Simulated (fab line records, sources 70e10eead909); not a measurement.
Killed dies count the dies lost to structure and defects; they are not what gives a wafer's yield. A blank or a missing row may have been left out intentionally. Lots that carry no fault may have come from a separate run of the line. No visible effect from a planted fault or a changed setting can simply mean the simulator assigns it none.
Comparing a struck lot with a sound one	flow nandHarc	13 out of 1302 route steps
Sound: the wafers L347.1, L347.2, L347.5. Struck: wafer L353.5. (L353.1, L353.4 of the same lot were not struck and are left out.) The cause comes at the end.
Order at every step that has rows: each side's tool, ch and its chambers, its first start. Under that, the readings that differ: sound wafers	struck wafers	difference of the means	sigmas: that difference in standard deviations of wafers without a fault.
alike: words and numbers the same on both sides, and readings whose means are apart by under 2 such deviations; not compared: readings that were withheld, readings missing a value for some wafer, numbers with overlapping values and no deviation given by the record, and bounds like >300 which may hide the same value.
Wherever a step has rows on one side only, a row that says differs or no value, or a row with sigmas, the two part there. Numbers that don't overlap but have no deviation are shown without sigmas and don't part them. A reading that every wafer of one side lacks parts them only if that side has two wafers or more.

first, 1 step without rows for these wafers: NHARC_A_STAIRCASE_HARDBAKE_311 (time 140 s).
NHARC_A_STAIRCASE_DESCUM_312: chemistry O2, time 3 s.
  sound on rieDiel-01 ch 0,2,3, day 20 13:46; struck on rieDiel-01 ch 0, day 23 00:11
  alike: chamberPressureMTorr, drypumpMotorCurrentA, oesProductAu, rfVppV, showerheadPlenumPTorr, throttleValvePct
  not compared: rfHoursCounterH
NHARC_A_STAIRCASE_ETCH_313: etches the open film in CF4/CHF3.
  sound on rieDiel-01 ch 0,1,3, day 20 13:50; struck on rieDiel-01 ch 0, day 23 00:16
  alike: chamberPressureMTorr, chf3FlowSccm, drypumpMotorCurrentA, oesProductAu, rfVppV, showerheadPlenumPTorr, throttleValvePct
  not compared: rfHoursCounterH
then, 3 steps without rows for these wafers: NHARC_A_STAIRCASE_HM_OPEN_463 (chemistry O2/COS); NHARC_A_STAIRCASE_STRIP_464 (strips in O2/COS); NHARC_A_STAIRCASE_ETCH_453 (etches the open film in CF4/O2, target depth 30 nm, overetch 3 nm, time 16.5 s).
NHARC_A_STAIRCASE_ETCH_315: etches the open film in C4F8/O2/Ar, target depth 2500 nm, time 607.1 s.
  sound: rieDiel-01 ch 0,1,2; struck: rieDiel-01 ch 2
  alike: chamberPressureMTorr, oesProductAu, rfVppV
  not compared: rfHoursCounterH
NHARC_A_STAIRCASE_STRIP_316: strips in O2.
  sound: rieDiel-01 ch 0,1,3; struck: rieDiel-01 ch 0
  alike: chamberPressureMTorr, drypumpMotorCurrentA, oesProductAu, rfVppV, showerheadPlenumPTorr, throttleValvePct
  not compared: rfHoursCounterH
then, 3 steps without rows for these wafers: NHARC_A_STAIRCASE_STRIP_317 (strips in SPM, time 900 s); NHARC_A_STAIRCASE_PRECLEAN_318 (cleans in SC1); NHARC_A_STAIRCASE_SRD_329.
NHARC_A_STAIRCASE_ALD_415: deposits SiO2, target thk 30 nm, pulse time 6 s, ald cycles 300.
  sound on aldHk-01 ch 1,2,3, day 20 15:37; struck on aldHk-01 ch 0, day 23 02:02
reading	sound	struck	difference	sigmas
aldCycles	300 300 300	362	+62	
  alike: heaterPowerW, precursorPulseHeightRel
NHARC_A_STAIRCASE_ETCHBACK_416: etches the open film in C4F8/O2/Ar, target depth 36 nm, time 7.2 s.
  sound: rieDiel-09 ch 0,2; struck: rieDiel-05 ch 0
  alike: chamberPressureMTorr, oesProductAu, rfVppV
  not compared: rfHoursCounterH

WHERE THEY PART
Nowhere in this record.

WHY: what had been put in by the simulator
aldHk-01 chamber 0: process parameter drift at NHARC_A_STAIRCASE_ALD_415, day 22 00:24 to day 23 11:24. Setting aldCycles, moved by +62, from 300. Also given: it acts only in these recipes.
